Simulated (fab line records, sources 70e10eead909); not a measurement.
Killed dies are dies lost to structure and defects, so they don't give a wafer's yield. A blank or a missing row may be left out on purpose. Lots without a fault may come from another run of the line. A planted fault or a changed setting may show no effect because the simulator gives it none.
Chamber matching | flow nand_harc | NHARC_A_CONTACT_ETCH_88 on rie_diel-02: 4 sister chambers
The step etches the open film in CF4, target depth 39 nm, time 65 s. 24 wafers are shown with their chamber, then 12 later ones without.

WAFERS WITH THEIR CHAMBER
wafer  | chamber | drypump_motor_current_A (A) | showerhead_plenum_p_Torr (Torr) | rf_vpp_V (V)
L849.3 | 3       | 5.8                         | 1.72                            | 150.1
L849.5 | 3       | 5.8                         | 1.72                            | 150.6
L849.6 | 2       | 5.4                         | 1.70                            | 150.6
L851.3 | 0       | 5.7                         | 1.64                            | 150.2
L851.4 | 3       | 5.9                         | 1.72                            | 151.4
L851.5 | 0       | 5.7                         | 1.64                            | 150.4
L853.2 | 2       | 5.4                         | 1.70                            | 150.4
L853.3 | 1       | 6.2                         | 1.71                            | 150.7
L853.6 | 3       | 5.8                         | 1.72                            | 151.6
L855.1 | 2       | 5.4                         | 1.70                            | 149.4
L855.4 | 0       | 5.7                         | 1.64                            | 150.6
L855.6 | 1       | 6.2                         | 1.71                            | 151.3
L861.1 | 0       | 5.7                         | 1.64                            | 148.5
L861.2 | 1       | 6.1                         | 1.71                            | 149.8
L861.3 | 2       | 5.4                         | 1.69                            | 150.7
L863.3 | 3       | 5.8                         | 1.71                            | 151.4
L863.4 | 0       | 5.7                         | 1.64                            | 150.2
L863.6 | 3       | 5.8                         | 1.71                            | 151.6
L864.3 | 0       | 5.7                         | 1.64                            | 149.2
L864.4 | 1       | 6.2                         | 1.71                            | 151.7
L864.6 | 3       | 5.8                         | 1.71                            | 151.1
L866.3 | 1       | 6.2                         | 1.71                            | 150.0
L866.5 | 3       | 5.8                         | 1.71                            | 151.3
L866.6 | 2       | 5.4                         | 1.69                            | 149.4

SIGNATURES (means of the wafers above)
reading                  | chamber 0 | chamber 1 | chamber 2 | chamber 3 | scatter within a chamber
drypump_motor_current_A  | 5.700     | 6.180     | 5.400     | 5.812     | 0.0289
showerhead_plenum_p_Torr | 1.6400    | 1.7100    | 1.6960    | 1.7150    | 0.004
rf_vpp_V                 | 149.850   | 150.700   | 150.100   | 151.137   | 0.695
Rule: a wafer's distance from a chamber is the root of the sum, over the readings, of the square of ((its reading less the chamber's mean) divided by the reading's scatter). The wafer belongs to the nearest chamber; if the next one is less than 2 further off, it can't be placed. The scatter: the root of (the sum of the squares of (reading less its chamber's mean) over the shown wafers, divided by (wafers less chambers)).

WAFERS WITHOUT THEIR CHAMBER
wafer  | drypump_motor_current_A (A) | showerhead_plenum_p_Torr (Torr) | rf_vpp_V (V)
L865.1 | 6.2                         | 1.70                            | 148.6
L865.5 | 5.4                         | 1.69                            | 150.0
L865.6 | 6.2                         | 1.70                            | 151.5
L868.4 | 5.4                         | 1.69                            | 148.7
L868.5 | 5.8                         | 1.71                            | 148.1
L868.6 | 5.4                         | 1.69                            | 150.8
L870.1 | 5.8                         | 1.71                            | 149.3
L870.2 | 5.4                         | 1.69                            | 149.8
L870.4 | 6.1                         | 1.70                            | 150.7
L871.1 | 5.9                         | 1.71                            | 149.0
L871.2 | 6.2                         | 1.70                            | 151.5
L871.3 | 5.7                         | 1.64                            | 147.8

WHICH CHAMBER EACH WENT THROUGH
wafer  | from the rows above | in truth
L865.1 | 1                   | 1
L865.5 | 2                   | 2
L865.6 | 1                   | 1
L868.4 | 2                   | 2
L868.5 | 3                   | 3
L868.6 | 2                   | 2
L870.1 | 3                   | 3
L870.2 | 2                   | 2
L870.4 | 1                   | 1
L871.1 | 3                   | 3
L871.2 | 1                   | 1
L871.3 | 0                   | 0
Placed correctly: 12 of 12. Can't be placed from these rows: 0. Placed wrongly: 0.
